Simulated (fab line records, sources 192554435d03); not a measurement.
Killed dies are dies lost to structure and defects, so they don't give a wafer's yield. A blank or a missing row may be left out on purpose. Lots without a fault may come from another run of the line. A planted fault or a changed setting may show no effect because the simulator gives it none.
Split-lot experiment | flow n5_finfet | 7 lots, 21 wafers read, on a route of 1938 steps

THE SPLIT
At N5_BEOL_M11_COAT_63 (time 60 s, resist thk 100 nm), the setting spin_rpm was moved away from the recipe's 1500 rpm on 4 of the 21 wafers read, by -11.3% to +8.1%. The other wafers ran this setting at the recipe's value.

FROM THE SPLIT TO THE READING: what the file shows between them, 6 steps
- N5_BEOL_M11_COAT_64: time 60 s, resist thk 30 nm
- N5_BEOL_M11_COAT_22: resist thk 90 nm
- N5_BEOL_M11_DESCUM_33: chemistry O2, time 7.9 s
- N5_BEOL_M11_ETCH_65: etches SiARC in CF4, target depth 39 nm, time 65 s
- N5_BEOL_M11_ETCH_66: etches SOC in N2/H2, target depth 120 nm, overetch 24 nm, time 180 s
- N5_BEOL_M11_STRIP_69: strips in N2/H2

THE READING
SOC_of_BEOL_M11_COAT_63.thk_nm (the simulator's own value, which no gauge read), in nm, at N5_BEOL_M11_VIA_ETCH_34 (etches SiCOH lowk in C4F6/O2, target depth 184.5 nm, time 69.2 s). The file gives no usual value for it. The 17 wafers here that ran the recipe average 92.2 nm, standard deviation 0.29 nm.

wafer  | tool, chamber at the split | spin_rpm as run, rpm | against the recipe | SOC_of_BEOL_M11_COAT_63.thk_nm, nm | against lot-mates on the recipe
L082.1 | litho_track-03, 0          | 1500                 | recipe             | 92.4                               | -
L082.2 | litho_track-03, 0          | 1621                 | +8.1%              | 88                                 | -4.2
L082.4 | litho_track-03, 0          | 1500                 | recipe             | 92                                 | -
L077.2 | litho_track-05, 0          | 1500                 | recipe             | 92.4                               | -
L077.4 | litho_track-05, 0          | 1500                 | recipe             | 91.8                               | -
L077.5 | litho_track-05, 0          | 1500                 | recipe             | 92                                 | -
L083.2 | litho_track-01, 0          | 1500                 | recipe             | 92.4                               | -
L083.4 | litho_track-01, 0          | 1442                 | -3.9%              | 94.4                               | +2.2
L083.5 | litho_track-01, 0          | 1500                 | recipe             | 92                                 | -
L086.1 | litho_track-03, 0          | 1500                 | recipe             | 92.4                               | -
L086.3 | litho_track-03, 0          | 1500                 | recipe             | 92                                 | -
L086.5 | litho_track-03, 0          | 1500                 | recipe             | 92.2                               | -
L087.1 | litho_track-05, 0          | 1331                 | -11.3%             | 97.2                               | +5.2
L087.2 | litho_track-05, 0          | 1331                 | -11.3%             | 97.8                               | +5.8
L087.4 | litho_track-05, 0          | 1500                 | recipe             | 92                                 | -
L090.2 | litho_track-05, 0          | 1500                 | recipe             | 92.4                               | -
L090.3 | litho_track-05, 0          | 1500                 | recipe             | 92.2                               | -
L090.5 | litho_track-05, 0          | 1500                 | recipe             | 92                                 | -
L092.1 | litho_track-03, 0          | 1500                 | recipe             | 93                                 | -
L092.2 | litho_track-03, 0          | 1500                 | recipe             | 92.4                               | -
L092.4 | litho_track-03, 0          | 1500                 | recipe             | 92.6                               | -

THE FIT
A straight line over all 21 wafers: SOC_of_BEOL_M11_COAT_63.thk_nm changes by -0.483 nm for each +1% of spin_rpm; r = -0.99; the points scatter about the line by 0.31 nm.
The same after taking each lot's own level away (the mean of its wafers on the recipe; 21 wafers): -0.498 nm for each +1%; r = -0.99; scatter 0.23 nm.
On that fit, the largest move of spin_rpm shifts the reading by 5.6 nm.
The lots' own levels span 92.00 to 92.67 nm, that is 2.3 times the standard deviation above.
So the lot-to-lot level changes the slope little: the two slopes agree.
Check: with one of the wafers moved furthest among these (-11.3%) left out of the fit, the line predicts +5.87 nm for it against its lot-mates. It came out at +5.2 nm against them.

OTHER SPLITS ON THESE WAFERS
These wafers also went through other splits before the reading. Each is held against what the fit with the lots' levels taken away leaves over:
other split on the same wafers     | wafers away from the commonest value | r with SOC_of_BEOL_M11_COAT_63.thk_nm (lot level and that fit taken away)
N5_BEOL_M9_TRENCH_ETCH_37 source_w | 9                                    | +0.18
N5_BEOL_M11_ETCH_62 time_s         | 8                                    | +0.53

THE WHOLE CHAIN: every reading that the file lists as answering this split, in the file's order
step                    | what it does                                                         | reading                                                                         | change (the file's fit)               | r (the file's)
N5_BEOL_M11_COAT_63     | time 60 s, resist thk 100 nm                                         | SOC_of_BEOL_M11_COAT_63.thk_nm (the simulator's own value, which no gauge read) | -0.522 nm for each +1% of the setting | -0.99
N5_BEOL_M11_ETCH_66     | etches SOC in N2/H2, target depth 120 nm, overetch 24 nm, time 180 s | etch.depth_nm (the simulator's own value, which no gauge read)                  | -0.52 nm for each +1% of the setting  | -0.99
N5_BEOL_M11_VIA_ETCH_34 | etches SiCOH lowk in C4F6/O2, target depth 184.5 nm, time 69.2 s     | SOC_of_BEOL_M11_COAT_63.thk_nm (the simulator's own value, which no gauge read) | -0.504 nm for each +1% of the setting | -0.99

THE FILE'S OWN FIT
SOC_of_BEOL_M11_COAT_63.thk_nm changes by -0.504 nm for each +1% of spin_rpm, r = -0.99.
